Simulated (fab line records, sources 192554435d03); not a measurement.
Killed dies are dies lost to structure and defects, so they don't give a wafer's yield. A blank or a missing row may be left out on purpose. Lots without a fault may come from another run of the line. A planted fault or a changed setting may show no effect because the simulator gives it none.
Which tool did it? | flow n5_finfet | 24 lots, 72 wafers sampled, at 6 steps of a route of 1938

WHAT THE GAUGES READ, wafer by wafer
N5_BEOL_M7_CD_MEAS_35: target cd 40 nm.
lot  | measured     | on        | cd_nm (nm)
L074 | day 9 16:21  | cd_sem-03 | 39.9 39.8 40.3
L075 | day 9 19:47  | cd_sem-01 | 39.1 39.0 40.9
L076 | day 10 02:49 | cd_sem-02 | 40.6 40.5 39.9
L077 | day 10 06:50 | cd_sem-03 | 38.9 40.1 40.4
L078 | day 10 07:14 | cd_sem-02 | 40.2 39.6 39.7
L081 | day 10 23:36 | cd_sem-02 | 39.4 39.5 39.5
L080 | day 11 00:04 | cd_sem-03 | 39.7 39.5 38.5
L079 | day 11 01:55 | cd_sem-01 | 39.2 38.0 38.9
L083 | day 11 13:25 | cd_sem-03 | 40.0 40.1 40.7
L082 | day 11 21:48 | cd_sem-01 | 41.3 39.2 39.9
L084 | day 12 08:23 | cd_sem-02 | 39.8 40.6 39.3
L086 | day 12 08:05 | cd_sem-03 | 38.8 40.3 39.5
L085 | day 12 12:02 | cd_sem-02 | 39.5 39.3 38.8
L087 | day 12 20:27 | cd_sem-01 | 40.1 38.9 40.3
L088 | day 13 05:23 | cd_sem-01 | 40.7 40.2 39.4
L089 | day 13 05:46 | cd_sem-03 | 40.4 40.7 40.0
L090 | day 13 07:40 | cd_sem-01 | 40.4 39.8 39.1
L091 | day 14 02:05 | cd_sem-01 | 39.9 40.1 39.4
L093 | day 14 04:32 | cd_sem-03 | 37.8 37.8 38.6
L092 | day 14 10:32 | cd_sem-02 | 41.1 39.8 40.5
L095 | day 15 02:00 | cd_sem-03 | 39.8 41.1 38.9
L094 | day 15 05:13 | cd_sem-01 | 40.5 38.7 39.0
L097 | day 15 14:44 | cd_sem-02 | 40.2 39.5 39.2
L096 | day 15 14:44 | cd_sem-01 | 39.0 39.3 40.2

N5_BEOL_M7_RS_MEAS_57: measures by four-point-probe.
lot  | measured     | on            | M7_RS (ohm/sq)
L074 | day 9 18:38  | film_metro-01 | 0.284 0.278 0.282
L075 | day 9 22:18  | film_metro-02 | 0.276 0.320 0.282
L076 | day 10 05:27 | film_metro-02 | 0.282 0.270 0.270
L077 | day 10 10:02 | film_metro-02 | 0.304 0.285 0.281
L078 | day 10 10:20 | film_metro-01 | 0.295 0.300 0.279
L081 | day 11 02:40 | film_metro-02 | 0.281 0.308 0.288
L080 | day 11 02:43 | film_metro-01 | 0.279 0.275 0.278
L079 | day 11 04:21 | film_metro-02 | 0.281 0.292 0.288
L083 | day 11 17:16 | film_metro-01 | 0.285 0.279 0.266
L082 | day 12 00:32 | film_metro-02 | 0.277 0.296 0.291
L084 | day 12 10:37 | film_metro-01 | 0.277 0.290 0.280
L086 | day 12 10:29 | film_metro-02 | 0.280 0.294 0.291
L085 | day 12 16:17 | film_metro-02 | 0.284 0.307 0.300
L087 | day 12 23:19 | film_metro-01 | 0.277 0.287 0.284
L088 | day 13 07:30 | film_metro-01 | 0.298 0.278 0.297
L089 | day 13 08:37 | film_metro-01 | 0.288 0.280 0.287
L090 | day 13 11:25 | film_metro-01 | 0.282 0.282 0.274
L091 | day 14 06:13 | film_metro-02 | 0.287 0.277 0.291
L093 | day 14 09:45 | film_metro-02 | 0.282 0.276 0.282
L092 | day 14 15:05 | film_metro-02 | 0.279 0.271 0.292
L095 | day 15 07:14 | film_metro-02 | 0.284 0.285 0.285
L094 | day 15 08:19 | film_metro-02 | 0.290 0.288 0.287
L097 | day 15 20:19 | film_metro-02 | 0.288 0.302 0.304
L096 | day 15 21:32 | film_metro-02 | 0.270 0.281 0.296

WHICH TOOL RAN EACH LOT (tool, then ch and the chambers of the sampled wafers, then the start)
lot  | N5_BEOL_M7_HM_OPEN_17             | N5_BEOL_M7_ETCH_65                 | N5_BEOL_M7_ETCH_66                 | N5_BEOL_M7_SURFACE_TREAT_79
L074 | rie_metal-01 ch 0,1, day 9 11:31  | rie_diel-03 ch 1,2, day 9 15:49    | rie_diel-03 ch 1,2, day 9 15:51    | pvd_sputter-02, day 9 17:10
L075 | rie_metal-01 ch 0,1, day 9 17:02  | rie_diel-05 ch 0,1,2, day 9 19:16  | rie_diel-05 ch 0,1,2, day 9 19:17  | pvd_sputter-02, day 9 20:43
L076 | rie_metal-02 ch 0,1, day 10 00:56 | rie_diel-05 ch 0,3, day 10 02:17   | rie_diel-05 ch 0,3, day 10 02:19   | pvd_sputter-01, day 10 04:14
L077 | rie_metal-01 ch 0,1, day 10 04:13 | rie_diel-05 ch 0,2, day 10 06:18   | rie_diel-05 ch 0,2, day 10 06:19   | pvd_sputter-03, day 10 08:13
L078 | rie_metal-02 ch 0,1, day 10 04:28 | rie_diel-05 ch 1,2,3, day 10 06:42 | rie_diel-05 ch 1,2,3, day 10 06:43 | pvd_sputter-03, day 10 08:42
L081 | rie_metal-03 ch 0, day 10 21:14   | rie_diel-05 ch 0,1,2, day 10 23:04 | rie_diel-05 ch 0,1,2, day 10 23:05 | pvd_sputter-01, day 11 01:22
L080 | rie_metal-03 ch 0,1, day 10 21:50 | rie_diel-06 ch 1,3, day 10 23:31   | rie_diel-06 ch 1,3, day 10 23:33   | pvd_sputter-01, day 11 01:25
L079 | rie_metal-02 ch 1, day 11 00:30   | rie_diel-03 ch 0,1,3, day 11 01:22 | rie_diel-03 ch 0,1,3, day 11 01:24 | pvd_sputter-01, day 11 03:07
L083 | rie_metal-03 ch 0,1, day 11 11:19 | rie_diel-06 ch 1,2,3, day 11 12:53 | rie_diel-06 ch 1,2,3, day 11 12:55 | pvd_sputter-01, day 11 15:59
L082 | rie_metal-03 ch 0, day 11 16:38   | rie_diel-03 ch 2,3, day 11 21:16   | rie_diel-03 ch 2,3, day 11 21:18   | pvd_sputter-01, day 11 22:36
L084 | rie_metal-02 ch 0,1, day 12 05:22 | rie_diel-06 ch 1,2,3, day 12 07:51 | rie_diel-06 ch 1,2,3, day 12 07:53 | pvd_sputter-02, day 12 09:17
L086 | rie_metal-03 ch 0,1, day 12 05:34 | rie_diel-06 ch 0,2, day 12 07:27   | rie_diel-06 ch 0,2, day 12 07:29   | pvd_sputter-02, day 12 09:14
L085 | rie_metal-02 ch 0,1, day 12 10:11 | rie_diel-05 ch 1,2,3, day 12 11:31 | rie_diel-05 ch 1,2,3, day 12 11:32 | pvd_sputter-01, day 12 14:34
L087 | rie_metal-01 ch 0,1, day 12 19:03 | rie_diel-06 ch 1,2,3, day 12 19:55 | rie_diel-06 ch 1,2,3, day 12 19:57 | pvd_sputter-03, day 12 21:55
L088 | rie_metal-02 ch 0,1, day 13 02:39 | rie_diel-05 ch 1,2,3, day 13 04:52 | rie_diel-05 ch 1,2,3, day 13 04:53 | pvd_sputter-03, day 13 06:17
L089 | rie_metal-02 ch 0,1, day 13 02:55 | rie_diel-03 ch 0,1,3, day 13 05:14 | rie_diel-03 ch 0,1,3, day 13 05:16 | pvd_sputter-03, day 13 07:09
L090 | rie_metal-03 ch 0,1, day 13 06:04 | rie_diel-05 ch 0,1,3, day 13 07:08 | rie_diel-05 ch 0,1,3, day 13 07:10 | pvd_sputter-01, day 13 10:17
L091 | rie_metal-01 ch 0,1, day 13 23:09 | rie_diel-06 ch 0,1,2, day 14 01:32 | rie_diel-06 ch 0,1,2, day 14 01:34 | pvd_sputter-02, day 14 03:01
L093 | rie_metal-02 ch 0,1, day 14 03:05 | rie_diel-06 ch 2,3, day 14 04:00   | rie_diel-06 ch 2,3, day 14 04:02   | pvd_sputter-03, day 14 06:39
L092 | rie_metal-01 ch 0,1, day 14 07:17 | rie_diel-06 ch 0,2,3, day 14 10:01 | rie_diel-06 ch 0,2,3, day 14 10:02 | pvd_sputter-03, day 14 12:13
L095 | rie_metal-02 ch 0,1, day 14 22:31 | rie_diel-06 ch 1,2, day 15 01:27   | rie_diel-06 ch 1,2, day 15 01:29   | pvd_sputter-02, day 15 05:04
L094 | rie_metal-02 ch 0,1, day 15 02:48 | rie_diel-03 ch 0,3, day 15 04:41   | rie_diel-03 ch 0,3, day 15 04:42   | pvd_sputter-02, day 15 06:28
L097 | rie_metal-01 ch 0,1, day 15 12:18 | rie_diel-03 ch 1,3, day 15 14:12   | rie_diel-03 ch 1,3, day 15 14:14   | pvd_sputter-01, day 15 15:55
L096 | rie_metal-02 ch 0,1, day 15 12:39 | rie_diel-06 ch 0,3, day 15 14:12   | rie_diel-06 ch 0,3, day 15 14:14   | pvd_sputter-03, day 15 17:19
- N5_BEOL_M7_HM_OPEN_17: chemistry Cl2/BCl3, target TiN, target depth 20 nm, overetch 6 nm.
- N5_BEOL_M7_ETCH_65: etches SiARC in CF4, target depth 15.6 nm, time 26 s.
- N5_BEOL_M7_ETCH_66: etches SOC in N2/H2, target depth 80 nm, overetch 16 nm, time 120 s.
- N5_BEOL_M7_SURFACE_TREAT_79

WHAT THE TOOLS THEMSELVES READ (means of the sampled wafers that have a number; where no wafer has one, the mark that the record gives instead)
N5_BEOL_M7_HM_OPEN_17.
lot  | tool         | drypump_motor_current_A (A) | oes_product_au (a.u.) | throttle_valve_pct (%)
L074 | rie_metal-01 | 5.3                         | 0.66                  | 22.23
L075 | rie_metal-01 | 5.8                         | 0.63                  | 22.29
L076 | rie_metal-02 | 5.1                         | 0.60                  | 22.19
L077 | rie_metal-01 | 5.3                         | 0.66                  | 22.23
L078 | rie_metal-02 | 5.4                         | 0.56                  | 22.20
L081 | rie_metal-03 | 5.5                         | 0.69                  | 22.07
L080 | rie_metal-03 | 5.3                         | 0.67                  | 22.16
L079 | rie_metal-02 | 4.7                         | 0.63                  | 22.17
L083 | rie_metal-03 | 5.1                         | 0.65                  | 22.27
L082 | rie_metal-03 | 5.5                         | 0.67                  | 22.07
L084 | rie_metal-02 | 5.1                         | 0.69                  | 22.12
L086 | rie_metal-03 | 5.3                         | 0.67                  | 22.17
L085 | rie_metal-02 | 5.1                         | 0.69                  | 22.12
L087 | rie_metal-01 | 5.4                         | 0.65                  | 22.24
L088 | rie_metal-02 | 5.1                         | 0.68                  | 22.11
L089 | rie_metal-02 | 5.1                         | 0.68                  | 22.11
L090 | rie_metal-03 | 5.3                         | 0.66                  | 22.16
L091 | rie_metal-01 | 5.3                         | 0.65                  | 22.23
L093 | rie_metal-02 | 5.1                         | 0.67                  | 22.13
L092 | rie_metal-01 | 5.8                         | 0.62                  | 22.30
L095 | rie_metal-02 | 5.4                         | 0.70                  | 22.08
L094 | rie_metal-02 | 5.4                         | 0.71                  | 22.07
L097 | rie_metal-01 | 5.8                         | 0.61                  | 22.29
L096 | rie_metal-02 | 5.5                         | 0.70                  | 22.09

N5_BEOL_M7_ETCH_65.
lot  | tool        | drypump_motor_current_A (A) | etch_rf_on_time_s (s) | oes_product_au (a.u.) | rf_vpp_V (V) | showerhead_plenum_p_Torr (Torr) | throttle_valve_pct (%)
L074 | rie_diel-03 | 5.97                        | 24.8                  | 0.65                  | 183.3        | 2.12                            | 15.70
L075 | rie_diel-05 | 5.54                        | 26.1                  | 0.68                  | 185.3        | 2.18                            | 15.78
L076 | rie_diel-05 | 5.66                        | 26.1                  | 0.76                  | 183.9        | 2.18                            | 15.83
L077 | rie_diel-05 | 5.44                        | 26.3                  | 0.72                  | 184.8        | 2.17                            | 15.83
L078 | rie_diel-05 | 5.66                        | 26.8                  | 0.64                  | 184.7        | 2.18                            | 15.77
L081 | rie_diel-05 | 5.53                        | 25.8                  | 0.67                  | 185.0        | 2.18                            | 15.78
L080 | rie_diel-06 | 5.79                        | 24.7                  | 0.66                  | 183.2        | 2.05                            | 15.59
L079 | rie_diel-03 | 6.02                        | 25.9                  | 0.68                  | 184.1        | 2.10                            | 15.67
L083 | rie_diel-06 | 5.61                        | 25.1                  | 0.70                  | 185.0        | 2.13                            | 15.57
L082 | rie_diel-03 | 5.81                        | 25.9                  | 0.62                  | 183.4        | 2.05                            | 15.85
L084 | rie_diel-06 | 5.63                        | 25.1                  | 0.70                  | 183.2        | 2.13                            | 15.59
L086 | rie_diel-06 | 5.40                        | 25.5                  | 0.78                  | 184.5        | 2.22                            | 15.45
L085 | rie_diel-05 | 5.69                        | 26.8                  | 0.63                  | 184.0        | 2.18                            | 15.81
L087 | rie_diel-06 | 5.60                        | 24.9                  | 0.70                  | 184.3        | 2.13                            | 15.60
L088 | rie_diel-05 | 5.68                        | 26.6                  | 0.63                  | 184.0        | 2.18                            | 15.82
L089 | rie_diel-03 | 6.02                        | 25.6                  | 0.67                  | 183.2        | 2.09                            | 15.71
L090 | rie_diel-05 | 5.74                        | 26.0                  | 0.69                  | 184.8        | 2.19                            | 15.80
L091 | rie_diel-06 | 5.52                        | 26.0                  | 0.70                  | 184.1        | 2.14                            | 15.54
L093 | rie_diel-06 | 5.51                        | 25.2                  | 0.73                  | 185.9        | 2.21                            | 15.55
L092 | rie_diel-06 | 5.60                        | 25.8                  | 0.70                  | 184.4        | 2.13                            | 15.52
L095 | rie_diel-06 | 5.53                        | 25.5                  | 0.67                  | 184.3        | 2.12                            | 15.68
L094 | rie_diel-03 | 5.92                        | 26.9                  | 0.64                  | 183.7        | 2.05                            | 15.81
L097 | rie_diel-03 | 5.80                        | 26.0                  | 0.62                  | 183.1        | 2.07                            | 15.93
L096 | rie_diel-06 | 5.75                        | 25.6                  | 0.65                  | 182.8        | 2.05                            | 15.54

N5_BEOL_M7_ETCH_66.
lot  | tool        | drypump_motor_current_A (A) | oes_product_au (a.u.) | rf_vpp_V (V) | showerhead_plenum_p_Torr (Torr) | throttle_valve_pct (%)
L074 | rie_diel-03 | 6.00                        | 0.57                  | 523.1        | 2.51                            | 17.88
L075 | rie_diel-05 | 5.55                        | 0.61                  | 524.8        | 2.58                            | 17.85
L076 | rie_diel-05 | 5.66                        | 0.68                  | 525.4        | 2.61                            | 18.12
L077 | rie_diel-05 | 5.46                        | 0.65                  | 524.2        | 2.57                            | 17.95
L078 | rie_diel-05 | 5.69                        | 0.58                  | 525.0        | 2.57                            | 17.87
L081 | rie_diel-05 | 5.52                        | 0.60                  | 524.5        | 2.58                            | 17.86
L080 | rie_diel-06 | 5.81                        | 0.57                  | 520.8        | 2.43                            | 17.77
L079 | rie_diel-03 | 6.05                        | 0.61                  | 522.6        | 2.49                            | 17.89
L083 | rie_diel-06 | 5.61                        | 0.62                  | 523.8        | 2.53                            | 17.83
L082 | rie_diel-03 | 5.82                        | 0.56                  | 520.6        | 2.42                            | 18.02
L084 | rie_diel-06 | 5.62                        | 0.61                  | 523.9        | 2.53                            | 17.86
L086 | rie_diel-06 | 5.42                        | 0.69                  | 527.2        | 2.65                            | 17.80
L085 | rie_diel-05 | 5.67                        | 0.57                  | 524.7        | 2.57                            | 17.89
L087 | rie_diel-06 | 5.62                        | 0.61                  | 523.0        | 2.53                            | 17.85
L088 | rie_diel-05 | 5.68                        | 0.57                  | 525.0        | 2.57                            | 17.89
L089 | rie_diel-03 | 6.02                        | 0.59                  | 522.4        | 2.48                            | 17.93
L090 | rie_diel-05 | 5.77                        | 0.61                  | 525.1        | 2.61                            | 18.05
L091 | rie_diel-06 | 5.53                        | 0.62                  | 523.8        | 2.54                            | 17.87
L093 | rie_diel-06 | 5.54                        | 0.65                  | 526.0        | 2.62                            | 17.83
L092 | rie_diel-06 | 5.59                        | 0.63                  | 523.6        | 2.53                            | 17.77
L095 | rie_diel-06 | 5.55                        | 0.59                  | 522.2        | 2.53                            | 17.99
L094 | rie_diel-03 | 5.96                        | 0.59                  | 520.8        | 2.43                            | 18.00
L097 | rie_diel-03 | 5.79                        | 0.56                  | 520.9        | 2.46                            | 18.13
L096 | rie_diel-06 | 5.78                        | 0.58                  | 520.6        | 2.43                            | 17.72

THE ANSWER, worked out from the rows above alone
Rule: what is usual is taken from the lots themselves. Put in order of their means at a reading, lots are off if they are a third of the lots or fewer, leave a main group of 4 or more, and stand apart from it by a gap of 3 or more times the standard deviation of the main group's means; of several such gaps the widest counts. A main group whose means are all the same, to the digits that the tables above print for the reading, isn't used. A lot without any number at a reading at which 4 lots or more have one is off too. The other lots that the step has rows for count as sound. The gauges are gone through in route order, then the tools' own readings, and for those a lot's mean is taken as printed above. The first step at which some lot is off is used, and at that step the reading that is off furthest; a lot without a number counts as furthest.
No lot is off at any reading shown: from this, nothing can be told.

WHAT THE SIMULATOR HAD PUT IN
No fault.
